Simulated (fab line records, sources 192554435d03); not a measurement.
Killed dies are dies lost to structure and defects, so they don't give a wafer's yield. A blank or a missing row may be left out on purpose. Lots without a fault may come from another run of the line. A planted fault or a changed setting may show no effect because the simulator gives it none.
Chamber matching | flow n5_finfet | N5_DUMMY_GATE_STRIP_41 on rie_diel-01: 4 sister chambers
The step strips in O2. 14 wafers are shown with their chamber, then 7 later ones without.

WAFERS WITH THEIR CHAMBER
wafer  | chamber | drypump_motor_current_A (A) | showerhead_plenum_p_Torr (Torr) | throttle_valve_pct (%)
L076.1 | 1       | 5.8                         | 2.05                            | 16.28
L076.3 | 3       | 5.6                         | 2.19                            | 16.39
L076.5 | 1       | 5.8                         | 2.05                            | 16.27
L084.1 | 0       | 4.9                         | 2.07                            | 16.76
L084.3 | 2       | 5.2                         | 2.03                            | 16.56
L084.5 | 3       | 5.6                         | 2.19                            | 16.41
L087.1 | 3       | 5.6                         | 2.18                            | 16.43
L087.4 | 1       | 5.8                         | 2.04                            | 16.32
L087.5 | 2       | 5.2                         | 2.03                            | 16.60
L089.1 | 1       | 5.8                         | 2.04                            | 16.31
L089.4 | 0       | 4.9                         | 2.07                            | 16.79
L089.6 | 0       | 5.0                         | 2.07                            | 16.77
L091.2 | 2       | 5.2                         | 2.03                            | 16.59
L091.5 | 2       | 5.2                         | 2.03                            | 16.59

SIGNATURES (means of the wafers above)
reading                  | chamber 0 | chamber 1 | chamber 2 | chamber 3 | scatter within a chamber
drypump_motor_current_A  | 4.933     | 5.800     | 5.200     | 5.600     | 0.0258
showerhead_plenum_p_Torr | 2.0700    | 2.0450    | 2.0300    | 2.1867    | 0.00408
throttle_valve_pct       | 16.7733   | 16.2950   | 16.5850   | 16.4100   | 0.0197
Rule: a wafer's distance from a chamber is the root of the sum, over the readings, of the square of ((its reading less the chamber's mean) divided by the reading's scatter). The wafer belongs to the nearest chamber; if the next one is less than 2 further off, it can't be placed. The scatter: the root of (the sum of the squares of (reading less its chamber's mean) over the shown wafers, divided by (wafers less chambers)).

WAFERS WITHOUT THEIR CHAMBER
wafer  | drypump_motor_current_A (A) | showerhead_plenum_p_Torr (Torr) | throttle_valve_pct (%)
L091.6 | 5.8                         | 2.04                            | 16.34
L094.1 | 5.6                         | 2.18                            | 16.44
L094.4 | 5.0                         | 2.07                            | 16.27
L094.5 | 4.9                         | 2.07                            | 16.26
L096.3 | 4.9                         | 2.07                            | 16.29
L096.4 | 5.8                         | 2.03                            | 16.36
L096.6 | 5.0                         | 2.07                            | 16.29

WHICH CHAMBER EACH WENT THROUGH
wafer  | from the rows above | in truth
L091.6 | 1                   | 1
L094.1 | 3                   | 3
L094.4 | 2                   | 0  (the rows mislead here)
L094.5 | 2                   | 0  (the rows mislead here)
L096.3 | 2                   | 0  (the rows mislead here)
L096.4 | 1                   | 1
L096.6 | 2                   | 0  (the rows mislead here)
Placed correctly: 3 of 7. Can't be placed from these rows: 0. Placed wrongly: 4.
